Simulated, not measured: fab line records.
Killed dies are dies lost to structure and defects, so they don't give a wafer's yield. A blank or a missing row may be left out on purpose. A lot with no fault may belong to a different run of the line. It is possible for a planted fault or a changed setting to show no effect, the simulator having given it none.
fab line records	flow nandHarc
record: lots: 14	wafers: 40	lastDay: 25
route steps=1159 shown P_GATE@205 P_CONTACT@227 END@1159
lots that met no fault: from a run of the same line without faults
startH: start of the lot's first displayed wafer, in hours after the record's first day	waitH: hours elapsed since this lot's preceding step	" repeats the value in the row above	L1.1+2: a single row standing in for several wafers	- no value, or no start was given	* or withheld: withheld	< > ~ a bound
route shown NAME@n: a module of which the file shows steps, and the number in the route of the first	usual: average and standard deviation across the fault-free wafers	same: alike in all rows	chamber/n: place in a boat	sites: per-site readings	_std_site: standard deviation across them	_edge_site: the outer-site mean with the inner-site mean subtracted	radiusMm: for every site, how far away it sits from the centre of the wafer	mask NAME#n: copy n	behind: the last tool/chamber to shape the wafer	hold: reason for holding the lot/hours on hold/outcome of the hold	device: whichever transistor did not switch (one of n, p or np)	end of line: the route-end tests of the same wafers	a step without rows: its recipe alone	killed: count of dies lost to structure and defects at first sort (not the wafer's yield)	map: shows each die of a wafer: x if killed, . if not, _ if none is there
set.NAME: the setting that was run; set.NAME@STEP: the one run at that earlier step	model.NAME: the simulator's own value behind a step, which no gauge read
the route's steps for a sample of lots (tables are steps, rows are wafers)
services: from which hour (startH, from the record's first day; less than 0 if before it) a tool's chamber was out of use, for how many hours, and why
== steps ==
step: NHARC_P_GATE_STRIP_95
recipe: powerW: 1500	tempC: 250	chemistry: O2
usual: drypumpMotorCurrentA: 5.7/0.32	heaterPowerW: 329/26
lot.wafer	tool	chamber	startH	waitH	drypumpMotorCurrentA	heaterPowerW	rfHoursCounterH
L395.2	plasmaAsher-02	1	105.52	0.6	6.1	312	30
L395.4	"	0	"	"	5.3	359	-
L395.5	"	0	"	"	5.3	369	-
L396.2	plasmaAsher-02	1	106.57	0.6	6.1	312	31
L396.4	"	1	"	"	6.1	303	-
L396.5	"	1	"	"	6.1	315	-
L400.4	plasmaAsher-02	1	139.98	0.3	6.1	305	-
L400.6	"	1	"	"	6.1	314	-
L401.4	plasmaAsher-02	0	145.61	0.3	5.3	360	-
L401.6	"	0	"	"	5.3	371	-
L408.3	plasmaAsher-01	1	186.91	0.4	5.7	347	-
L408.4	"	0	"	"	5.5	291	-
L408.5	"	0	"	"	5.5	295	-
L410.1	plasmaAsher-02	1	200.52	0.6	6.1	312	3
L410.2	"	0	"	"	5.3	341	3
L410.5	"	1	"	"	6.1	315	-
L411.2	plasmaAsher-01	0	201.09	0.5	5.5	296	35
L411.4	"	1	"	"	5.7	352	-
L411.3	"	0	"	"	5.5	298	-
L412.1	plasmaAsher-02	0	210.33	0.6	5.3	332	6
L412.2	"	1	"	"	6.1	320	6
L412.6	"	0	"	"	5.3	338	-
L413.1	plasmaAsher-01	1	210.59	0.5	5.7	354	38
L413.3	"	1	"	"	5.8	349	-
L413.5	"	0	"	"	5.5	293	-
L414.3	plasmaAsher-02	1	216.22	0.3	6.1	308	-
L414.5	"	0	"	"	5.3	336	-
L414.6	"	1	"	"	6.1	312	-
L415.2	plasmaAsher-02	0	229.01	0.6	5.3	343	12
L415.4	"	0	"	"	5.3	348	-
L415.3	"	1	"	"	6.1	319	-
L416.2	plasmaAsher-02	1	233.81	0.6	6.1	310	15
L416.4	"	0	"	"	5.3	339	-
L416.5	"	0	"	"	5.3	342	-
L417.1	plasmaAsher-02	1	236.37	0.6	6.1	310	16
L417.3	"	1	"	"	6.1	300	-
L417.4	"	0	"	"	5.3	346	-
L418.3	plasmaAsher-02	0	254.97	0.4	5.3	342	-
L418.4	"	1	"	"	6.1	308	-
L418.6	"	1	"	"	6.1	320	-
step: NHARC_P_CONTACT_SOFTBAKE_07
recipe: tempC: 105	timeS: 55
usual: chillPlateTempC: 23.00/0.1	heaterPowerTotalW: 188.44/0.13
lot.wafer	tool	chamber	startH	waitH	chillPlateTempC	heaterPowerTotalW
L395.2	lithoTrack-01	0	108	-	22.96	188.42
L395.4	"	0	"	"	22.97	188.34
L395.5	"	0	"	"	22.91	188.69
L396.2	lithoTrack-01	0	109	-	22.82	188.44
L396.4	"	0	"	"	22.88	188.38
L396.5	"	0	"	"	22.91	188.31
L400.4	lithoTrack-01	0	143	-	22.91	188.52
L400.6	"	0	"	"	23.05	222.48
L401.4	lithoTrack-01	0	148	-	22.91	188.31
L401.6	"	0	"	"	23.03	222.79
L408.3	lithoTrack-06	0	189	-	23.11	188.34
L408.4	"	0	"	"	22.95	188.48
L408.5	"	0	"	"	22.83	188.43
L410.1	lithoTrack-01	0	203	-	22.95	188.31
L410.2	"	0	"	"	23.04	188.45
L410.5	"	0	"	"	23.02	188.35
L411.2	lithoTrack-04	0	204	-	23.09	188.50
L411.3	"	0	"	"	22.95	188.77
L411.4	"	0	"	"	22.89	188.66
L412.1	lithoTrack-01	0	213	-	23.13	188.36
L412.2	"	0	"	"	23.25	188.71
L412.6	"	0	"	"	23.21	188.36
L413.1	lithoTrack-01	0	213	-	22.97	188.58
L413.3	"	0	"	"	23.15	188.73
L413.5	"	0	"	"	23.04	188.31
L414.3	lithoTrack-06	0	219	-	22.90	188.42
L414.5	"	0	"	"	23.03	188.69
L414.6	"	0	"	"	23.09	188.35
L415.2	lithoTrack-04	0	232	-	22.91	188.44
L415.3	"	0	"	"	22.94	188.35
L415.4	"	0	"	"	22.88	188.26
L416.2	lithoTrack-01	0	237	-	22.99	188.30
L416.4	"	0	"	"	22.80	188.49
L416.5	"	0	"	"	22.93	188.34
L417.1	lithoTrack-06	0	239	-	23.00	188.42
L417.3	"	0	"	"	23.12	188.46
L417.4	"	0	"	"	23.13	188.39
L418.3	lithoTrack-04	0	257	-	23.05	188.44
L418.4	"	0	"	"	23.01	188.46
L418.6	"	0	"	"	23.06	188.71
step: NHARC_P_CONTACT_CD_MEAS_12
recipe: targetCdNm: 90	landingEnergyEv: 500
usual: cdNm: 90.1/0.73
same: landingEnergyEv: 500
lot.wafer	tool	chamber	startH	waitH	cdNm
L395.2	cdSem-02	0	108.87	-	90.7
L395.4	"	0	"	"	91.2
L395.5	"	0	"	"	91.2
L396.2	cdSem-02	0	110.11	-	90.5
L396.4	"	0	"	"	90.9
L396.5	"	0	"	"	91.3
L400.4	cdSem-03	0	143.51	-	89.2
L400.6	"	0	"	"	90.4
L401.4	cdSem-01	0	149.01	-	89.4
L401.6	"	0	"	"	89.7
L408.3	cdSem-02	0	190.38	-	91.3
L408.4	"	0	"	"	90.5
L408.5	"	0	"	"	89.7
L410.1	cdSem-01	0	204.22	-	90.8
L410.2	"	0	"	"	90.9
L410.5	"	0	"	"	90.4
L411.2	cdSem-02	0	204.71	-	89.8
L411.3	"	0	"	"	89.0
L411.4	"	0	"	"	89.6
L412.1	cdSem-03	0	214.07	-	89.7
L412.2	"	0	"	"	89.7
L412.6	"	0	"	"	88.9
L413.1	cdSem-03	0	214.42	-	89.7
L413.3	"	0	"	"	90.4
L413.5	"	0	"	"	90.4
L414.3	cdSem-03	0	219.70	-	89.1
L414.5	"	0	"	"	90.3
L414.6	"	0	"	"	90.7
L415.2	cdSem-02	0	232.50	-	90.4
L415.3	"	0	"	"	90.5
L415.4	"	0	"	"	89.1
L416.2	cdSem-01	0	237.42	-	89.6
L416.4	"	0	"	"	89.5
L416.5	"	0	"	"	89.4
L417.1	cdSem-02	0	239.85	-	89.2
L417.3	"	0	"	"	89.9
L417.4	"	0	"	"	90.3
L418.3	cdSem-02	0	258.42	-	90.6
L418.4	"	0	"	"	90.0
L418.6	"	0	"	"	89.9
step: NHARC_P_CONTACT_ETCH_36
recipe: targetDepthA: 2600	overEtchFrac: 0.25	timeS: 406.25	ionEnergyEv: 200	n2FlowSccm: 150	h2FlowSccm: 150	arFlowSccm: 0	rfW: 400	biasW: 150	chemistry: N2/H2
usual: drypumpMotorCurrentA: 5.7/0.65	oesProductAu: 0.997/0.013	rfVppV: 430.7/2.7	showerheadPlenumPTorr: 2.05/0.092	throttleValvePct: 14.171/0.0094
lot.wafer	tool	chamber	startH	waitH	drypumpMotorCurrentA	oesProductAu	rfHoursCounterH	rfVppV	showerheadPlenumPTorr	throttleValvePct
L395.4	rieDiel-11	3	-	-	5.9	0.986	31	429.8	2.04	14.175
L395.2	"	0	"	"	6.1	0.998	29	432.9	2.09	14.176
L395.5	"	2	"	"	6.5	1.001	-	431.6	2.08	14.181
L396.2	rieDiel-08	0	-	-	5.6	1.003	14	425.7	1.89	14.162
L396.4	"	2	"	"	5.7	1.012	-	427.9	1.94	14.168
L396.5	"	3	"	"	5.0	1.008	-	430.4	2.05	14.160
L400.4	rieDiel-03	2	-	-	6.8	0.999	11	429.0	1.99	14.180
L400.6	"	2	"	"	6.9	0.986	-	428.4	1.99	14.172
L401.4	rieDiel-03	2	-	-	6.8	1.000	11	429.6	1.99	14.188
L401.6	"	1	"	"	5.3	1.007	-	433.4	2.20	14.154
L408.3	rieDiel-03	1	-	-	5.3	0.999	16	435.5	2.20	14.178
L408.4	"	3	"	"	5.3	0.973	16	431.3	2.06	14.179
L408.5	"	2	"	"	6.9	0.994	-	429.4	1.99	14.161
L410.2	rieDiel-08	0	-	-	5.7	1.000	6	426.2	1.89	14.156
L410.1	"	1	"	"	6.0	1.012	5	432.1	2.17	14.173
L410.5	"	3	"	"	5.0	0.992	-	430.9	2.05	14.191
L411.3	rieDiel-11	3	-	-	5.9	1.010	1	430.8	2.02	14.167
L411.2	"	0	"	"	6.1	1.003	1	431.1	2.08	14.180
L411.4	"	3	"	"	5.9	0.995	-	430.5	2.02	14.161
L412.1	rieDiel-11	1	-	-	5.2	1.002	7	427.3	1.92	14.161
L412.2	"	3	"	"	5.9	0.999	7	428.5	2.02	14.175
L412.6	"	1	"	"	5.2	0.989	-	427.6	1.92	14.163
L413.3	rieDiel-03	3	-	-	5.3	0.984	17	431.5	2.06	14.173
L413.1	"	1	"	"	5.4	1.003	17	435.4	2.20	14.175
L413.5	"	0	"	"	4.8	1.010	-	430.3	2.08	14.168
L414.3	rieDiel-08	0	-	-	5.6	0.996	7	426.1	1.89	14.161
L414.6	"	2	"	"	5.7	1.002	-	426.9	1.94	14.184
L414.5	"	3	"	"	5.0	0.991	-	432.2	2.05	14.171
L415.3	rieDiel-03	1	-	-	5.3	1.006	1	434.0	2.20	14.167
L415.4	"	3	"	"	5.3	0.991	1	431.0	2.06	14.170
L415.2	"	0	"	"	4.8	1.003	1	432.6	2.08	14.181
L416.2	rieDiel-08	0	-	-	5.6	1.000	9	426.5	1.89	14.181
L416.4	"	3	"	"	5.0	0.992	9	431.2	2.05	14.167
L416.5	"	1	"	"	6.0	1.025	-	435.6	2.17	14.159
L417.4	rieDiel-03	1	-	-	5.3	1.008	2	434.8	2.20	14.168
L417.1	"	2	"	"	6.9	1.010	2	427.8	1.99	14.162
L417.3	"	3	"	"	5.3	0.978	2	432.1	2.06	14.175
L418.4	rieDiel-03	3	-	-	5.3	0.980	3	432.5	2.06	14.181
L418.3	"	0	"	"	4.8	1.004	3	431.9	2.08	14.176
L418.6	"	1	"	"	5.3	1.004	-	435.1	2.20	14.169
step: NHARC_END_SORT_01
recipe: tempC: 25
usual: killedAtArray: 27/10	killedAtOther: 0.6/0.83	killedAtPeriphery: 2.4/1.8	killedDies: 30/10	killedOpen: 3.3/1.7	killedShort: 1.8/1.4
same: grossDies: 677
lot.wafer	tool	chamber	startH	waitH	killedAtArray	killedAtOther	killedAtPeriphery	killedDies	killedOpen	killedShort
L401.6	prober-01	0	474.26	4.0	42	0	1	43	2	4
killed by level:class
L401.6 A_CHANNEL_HOLE_D1:chamberFilmFlake=18 A_SLIT:chamberFilmFlake=12 A_STAIRCASE:chamberFilmFlake=3 A_WL_FILL:geometricParticle:open=2 A_CONTACT:chamberFilmFlake=2 A_ONON_D1:geometricParticle:short=1 A_CHANNEL_FILL_D1:geometricParticle:short=1 A_SGD_CUT:geometricParticle:short=1
== services ==
tool	chamber	startH	hours	kind
plasmaAsher-02	-	81.57	1.3	repair
rieDiel-11	3	81.75	2.5	repair
rieDiel-03	0	90.55	16.8	repair
lithoTrack-01	-	93.00	7.0	pm
rieDiel-11	0	95.77	11.7	repair
plasmaAsher-01	-	99.00	9.0	pm
rieDiel-08	1	107.43	4.5	repair
plasmaAsher-02	-	110.17	1.5	repair
plasmaAsher-02	-	114.12	1.7	repair
lithoTrack-06	-	117.00	7.0	pm
rieDiel-08	-	124.86	9.0	pm
rieDiel-03	3	127.48	1.2	repair
rieDiel-03	2	139.12	2.8	repair
rieDiel-11	-	139.34	0.5	repair
rieDiel-11	1	140.53	17.6	repair
lithoTrack-04	-	141.00	7.0	pm
rieDiel-08	2	143.46	1.6	repair
rieDiel-11	-	153.84	0.3	repair
rieDiel-08	2	165.10	8.6	repair
rieDiel-08	1	180.46	9.2	repair
plasmaAsher-02	-	183.00	9.0	pm
rieDiel-11	-	189.65	9.0	pm
rieDiel-03	0	198.91	7.0	repair
rieDiel-03	-	204.02	1.9	repair
== key ==
firstSign: step: NHARC_P_CONTACT_SOFTBAKE_07	reading: heaterPowerTotalW	direction: up	sigmas: 99+	usual: *	struck: *
effect none on later readings
metAt NHARC_P_CONTACT_SOFTBAKE_07
struckLots L400,L401
struckWafers L400.6,L401.6
testerLeftOut L400,L401
notActingAt NHARC_P_GATE_STRIP_95,NHARC_P_CONTACT_CD_MEAS_12,NHARC_P_CONTACT_ETCH_36
onsetBetween 109 143
fault: kind: processParameterDrift	tool: lithoTrack-01	chamber: -	onsetH: 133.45	steps: NHARC_P_CONTACT_SOFTBAKE_07	channel: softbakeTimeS	offset: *	shape: step	endH: 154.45	scope: struckWafersOnly	actsIn: *	stated: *
testerLeftOut: of these lots the tester's yield and bins aren't shown, on N5 and GAA mostly nor the transistor test; their killed dies are dies lost to structure and defects alone, not to doping, threshold or leakage, so they don't give the yield
